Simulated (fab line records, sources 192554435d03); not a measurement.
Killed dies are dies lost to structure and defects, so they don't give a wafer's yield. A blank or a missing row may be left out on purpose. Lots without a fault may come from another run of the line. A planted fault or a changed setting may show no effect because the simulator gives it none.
One fault seen from 3 desks | flow n5_finfet | each desk has only its own numbers; what lay behind them comes last

THE DEFECT DESK
What the inspections along the route counted, lot by lot: means of the sampled wafers that have a number. A lot is out of limits, marked OUT, if its mean lies more than 4 standard deviations from the usual mean; the brackets give that distance.
Columns: A = raw_defect_count at N5_BEOL_M2_INSPECT_30, usual 383
lot  | first seen here | A
L789 | day 6 12:02     | 363
L790 | day 6 16:39     | 386
L793 | day 7 18:08     | 296
L794 | day 7 22:09     | 321
L799 | day 9 07:52     | 356
L800 | day 9 13:09     | 353
L802 | day 9 20:44     | 403
L807 | day 11 05:23    | 298
L808 | day 11 08:07    | 358
L809 | day 11 12:16    | 276
L812 | day 12 21:14    | 449
This desk's finding: nothing out of limits on any of the 11 lots.

THE METROLOGY DESK
What the gauges read, lot by lot, whatever tool the lot ran on: means of the sampled wafers that have a number. A lot is out of limits, marked OUT, if its mean lies more than 4 standard deviations from the usual mean; the brackets give that distance. Of its 12 readings 7 are shown: those that lie furthest out on some lot.
Columns: A = DIBL_N at N5_BEOL_M4_RC_MEAS_101, usual 35.7 mV/V; B = IOFF_N at N5_BEOL_M4_RC_MEAS_101, usual 0.152 nA/um; C = IOFF_P at N5_BEOL_M4_RC_MEAS_101, usual 0.20 nA/um; D = ION_P at N5_BEOL_M4_RC_MEAS_101, usual 461 uA/um; E = SS_P at N5_BEOL_M4_RC_MEAS_101, usual 73.1 mV/dec; F = VT_N at N5_BEOL_M4_RC_MEAS_101, usual 251 mV; G = VT_P at N5_BEOL_M4_RC_MEAS_101, usual -251 mV
lot  | first seen here | A    | B     | C    | D   | E    | F   | G
L789 | day 6 10:46     | 35.8 | 0.173 | 0.24 | 467 | 73.9 | 248 | -246
L790 | day 6 15:41     | 34.5 | 0.124 | 0.17 | 458 | 73.1 | 254 | -252
L793 | day 7 16:48     | 36.3 | 0.179 | 0.19 | 458 | 73.5 | 250 | -254
L794 | day 7 21:05     | 36.9 | 0.205 | 0.28 | 479 | 73.5 | 244 | -243
L799 | day 9 06:46     | 36.1 | 0.158 | 0.23 | 465 | 73.6 | 250 | -247
L800 | day 9 12:11     | 36.9 | 0.182 | 0.22 | 468 | 73.3 | 244 | -247
L802 | day 9 19:38     | 35.4 | 0.133 | 0.18 | 452 | 72.8 | 254 | -254
L807 | day 11 04:18    | 38.3 | 0.191 | 0.27 | 475 | 74.4 | 247 | -245
L808 | day 11 07:10    | 34.5 | 0.131 | 0.18 | 459 | 72.7 | 253 | -253
L809 | day 11 11:10    | 34.3 | 0.125 | 0.16 | 449 | 72.7 | 255 | -257
L812 | day 12 20:08    | 34.7 | 0.119 | 0.19 | 461 | 72.8 | 255 | -251
This desk's finding: nothing out of limits on any of the 11 lots.

THE TOOL OWNER'S DESK: litho_track-04
The tool's own readings at N5_BEOL_M2_COAT_76 (time 60 s, resist thk 5 nm): means of the sampled wafers that have a number, for each lot that ran on this tool. A lot is out of limits, marked OUT, if its mean lies more than 4 standard deviations from the usual mean; the brackets give that distance.
Columns: A = spin_speed_rpm at N5_BEOL_M2_COAT_76, usual 1500.0 rpm
lot  | first seen here | A
L790 | day 6 16:17     | 1499.7
L793 | day 7 17:38     | 1498.5
L807 | day 11 04:54    | 1568.0 (+69) OUT
L808 | day 11 07:46    | 1566.9 (+68) OUT
This desk's finding: out of limits on L807, L808; first on L807, day 11 04:54 (spin_speed_rpm at N5_BEOL_M2_COAT_76). In limits: L790, L793.

PUT TOGETHER
The tool owner's desk could have raised an alarm at day 11 04:54, on L807, L808.
The defect desk saw nothing out of limits.
The metrology desk saw nothing out of limits.
The defect desk has L807, L808 on record, within its limits.
The metrology desk has L807, L808 on record, within its limits.
Of the lots named, all ran N5_BEOL_M2_COAT_76 on litho_track-04.

WHAT THE SIMULATOR HAD PUT IN
Process parameter drift: litho_track-04, from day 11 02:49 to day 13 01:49, at N5_BEOL_M2_COAT_76. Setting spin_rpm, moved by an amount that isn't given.
Lots struck among those shown: L807, L808.
Hours from the fault's start to each desk's first reading out of limits: the tool owner's desk, 2.
